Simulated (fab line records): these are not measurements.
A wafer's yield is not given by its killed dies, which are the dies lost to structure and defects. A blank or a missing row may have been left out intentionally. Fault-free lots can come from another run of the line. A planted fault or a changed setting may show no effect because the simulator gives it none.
Matching of chambers :: flow nand_harc :: ald_hk-01 running NHARC_A_CHANNEL_FILL_D1_ALD_16: 4 sister chambers
The step deposits SiO2, target thk 1.5 nm, pulse time 10 s, ald cycles 15. 8 wafers are shown with their chamber, then 8 later ones without.

WAFERS, EACH WITH ITS CHAMBER
wafer: L084.4
chamber: 3
heater_power_outer_w (W): 276
heater_power_w (W): 472

wafer: L084.5
chamber: 0
heater_power_outer_w (W): 313
heater_power_w (W): 526

wafer: L088.4
chamber: 3
heater_power_outer_w (W): 284
heater_power_w (W): 474

wafer: L088.5
chamber: 0
heater_power_outer_w (W): 309
heater_power_w (W): 516

wafer: L087.4
chamber: 2
heater_power_outer_w (W): 262
heater_power_w (W): 495

wafer: L087.5
chamber: 1
heater_power_outer_w (W): 266
heater_power_w (W): 504

wafer: L087.6
chamber: 2
heater_power_outer_w (W): 256
heater_power_w (W): 495

wafer: L085.4
chamber: 1
heater_power_outer_w (W): 267
heater_power_w (W): 491

WAFERS MISSING THEIR CHAMBER
wafer: L085.5
heater_power_outer_w (W): 301
heater_power_w (W): 538

wafer: L085.6
heater_power_outer_w (W): 291
heater_power_w (W): 488

wafer: L090.2
heater_power_outer_w (W): 262
heater_power_w (W): 498

wafer: L090.4
heater_power_outer_w (W): 307
heater_power_w (W): 531

wafer: L090.5
heater_power_outer_w (W): 310
heater_power_w (W): 524

wafer: L097.1
heater_power_outer_w (W): 256
heater_power_w (W): 495

wafer: L097.2
heater_power_outer_w (W): 278
heater_power_w (W): 472

wafer: L097.6
heater_power_outer_w (W): 282
heater_power_w (W): 466

WHICH CHAMBER EACH ONE RAN IN
wafer: L085.5
from the rows above: 0
in truth: 0

wafer: L085.6
from the rows above: 3
in truth: 3

wafer: L090.2
from the rows above: can't be placed: 2 or 1
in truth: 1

wafer: L090.4
from the rows above: 0
in truth: 0

wafer: L090.5
from the rows above: 0
in truth: 0

wafer: L097.1
from the rows above: can't be placed: 2 or 1
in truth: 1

wafer: L097.2
from the rows above: 3
in truth: 3

wafer: L097.6
from the rows above: 3
in truth: 3
Correctly placed: 6 of 8. From these rows, 2 cannot be placed; in 2 the true chamber is one of the candidates. Number placed wrongly: 0.
How it was worked out, from the rows above alone: a wafer's distance from a chamber is the root of the sum, over the readings, of the square of ((its reading less the chamber's mean) divided by the reading's scatter). If the next closest chamber is less than 2 further off than the closest, the wafer can't be placed; otherwise it belongs to the closest. For every chamber, the mean is computed from those of its wafers that are shown. The scatter: take each reading less its chamber's mean, square it, sum over the shown wafers, divide by the number of wafers less the number of chambers, and take the root.
